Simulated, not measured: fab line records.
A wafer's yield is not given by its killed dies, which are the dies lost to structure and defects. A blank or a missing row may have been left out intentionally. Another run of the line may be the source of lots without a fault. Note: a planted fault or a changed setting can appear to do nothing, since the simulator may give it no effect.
Matching of chambers || flow nand harc || NHARC_P_M2_CMP_23 on cmp-04: 4 sister chambers
The step polishes, t overpolish 20 s, target thk 144.3 nm. 22 wafers are shown with their chamber, then 11 later ones without.

== EACH WAFER AND ITS CHAMBER ==
{"wafer": "L074.1", "chamber": 2, "motor current A (A)": 12.0, "time to endpoint s (s)": 23}
{"wafer": "L074.5", "chamber": 0, "motor current A (A)": 13.4, "time to endpoint s (s)": 28}
{"wafer": "L074.6", "chamber": 3, "motor current A (A)": 10.9, "time to endpoint s (s)": 25}
{"wafer": "L078.1", "chamber": 3, "motor current A (A)": 10.7, "time to endpoint s (s)": 27}
{"wafer": "L078.5", "chamber": 2, "motor current A (A)": 12.3, "time to endpoint s (s)": 24}
{"wafer": "L078.6", "chamber": 3, "motor current A (A)": 9.8, "time to endpoint s (s)": 28}
{"wafer": "L079.1", "chamber": 0, "motor current A (A)": 14.2, "time to endpoint s (s)": 28}
{"wafer": "L079.2", "chamber": 3, "motor current A (A)": 10.5, "time to endpoint s (s)": 22}
{"wafer": "L079.6", "chamber": 0, "motor current A (A)": 14.1, "time to endpoint s (s)": 26}
{"wafer": "L082.1", "chamber": 2, "motor current A (A)": 12.6, "time to endpoint s (s)": 24}
{"wafer": "L082.4", "chamber": 1, "motor current A (A)": 11.2, "time to endpoint s (s)": 30}
{"wafer": "L082.6", "chamber": 1, "motor current A (A)": 11.1, "time to endpoint s (s)": 30}
{"wafer": "L087.1", "chamber": 2, "motor current A (A)": 12.5, "time to endpoint s (s)": 25}
{"wafer": "L087.4", "chamber": 0, "motor current A (A)": 14.2, "time to endpoint s (s)": 31}
{"wafer": "L087.6", "chamber": 0, "motor current A (A)": 14.1, "time to endpoint s (s)": 31}
{"wafer": "L090.1", "chamber": 3, "motor current A (A)": 10.8, "time to endpoint s (s)": 23}
{"wafer": "L090.3", "chamber": 1, "motor current A (A)": 11.1, "time to endpoint s (s)": 33}
{"wafer": "L090.6", "chamber": 0, "motor current A (A)": 13.7, "time to endpoint s (s)": 32}
{"wafer": "L093.2", "chamber": 2, "motor current A (A)": 11.9, "time to endpoint s (s)": 26}
{"wafer": "L093.3", "chamber": 0, "motor current A (A)": 14.0, "time to endpoint s (s)": 35}
{"wafer": "L093.4", "chamber": 1, "motor current A (A)": 10.6, "time to endpoint s (s)": 33}
{"wafer": "L093.1", "chamber": 3, "motor current A (A)": 11.1, "time to endpoint s (s)": 31}

SIGNATURES, as means of the wafers listed above
{"reading": "motor current A", "chamber 0": 13.957, "chamber 1": 11.000, "chamber 2": 12.260, "chamber 3": 10.633, "scatter within a chamber": 0.347}
{"reading": "time to endpoint s", "chamber 0": 30.14, "chamber 1": 31.50, "chamber 2": 24.40, "chamber 3": 26.00, "scatter within a chamber": 2.64}
Rule: for each reading, subtract the chamber's mean from the wafer's reading, divide by that reading's scatter and square the result; add these up over the readings and take the root, which gives the wafer's distance from the chamber. The wafer belongs to the nearest chamber; if the next one is less than 2 further off, it can't be placed. The scatter: the root of (the sum of the squares of (reading less its chamber's mean) over the shown wafers, divided by (wafers less chambers)).

== WAFERS WITHOUT THEIR CHAMBER ==
{"wafer": "L093.5", "motor current A (A)": 10.4, "time to endpoint s (s)": 35}
{"wafer": "L093.6", "motor current A (A)": 13.0, "time to endpoint s (s)": 34}
{"wafer": "L092.3", "motor current A (A)": 10.5, "time to endpoint s (s)": 31}
{"wafer": "L092.4", "motor current A (A)": 11.8, "time to endpoint s (s)": 26}
{"wafer": "L092.6", "motor current A (A)": 11.9, "time to endpoint s (s)": 25}
{"wafer": "L092.1", "motor current A (A)": 13.8, "time to endpoint s (s)": 31}
{"wafer": "L092.2", "motor current A (A)": 10.4, "time to endpoint s (s)": 25}
{"wafer": "L092.5", "motor current A (A)": 10.6, "time to endpoint s (s)": 26}
{"wafer": "L095.1", "motor current A (A)": 12.5, "time to endpoint s (s)": 23}
{"wafer": "L095.3", "motor current A (A)": 11.0, "time to endpoint s (s)": 32}
{"wafer": "L095.6", "motor current A (A)": 10.6, "time to endpoint s (s)": 30}

== EACH ONE'S CHAMBER ==
{"wafer": "L093.5", "from the rows above": "can't be placed: 1 or 3", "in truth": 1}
{"wafer": "L093.6", "from the rows above": "can't be placed: 0 or 2", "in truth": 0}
{"wafer": "L092.3", "from the rows above": "can't be placed: 1 or 3", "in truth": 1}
{"wafer": "L092.4", "from the rows above": "can't be placed: 2 or 1 or 3", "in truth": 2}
{"wafer": "L092.6", "from the rows above": 2, "in truth": 2}
{"wafer": "L092.1", "from the rows above": 0, "in truth": 0}
{"wafer": "L092.2", "from the rows above": 3, "in truth": 3}
{"wafer": "L092.5", "from the rows above": 3, "in truth": 3}
{"wafer": "L095.1", "from the rows above": 2, "in truth": 2}
{"wafer": "L095.3", "from the rows above": 1, "in truth": 1}
{"wafer": "L095.6", "from the rows above": "can't be placed: 1 or 3", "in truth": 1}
6 of 11 placed correctly. Unplaceable from these rows: 5, with the true chamber sitting among the candidates in 5. Number placed wrongly: 0.
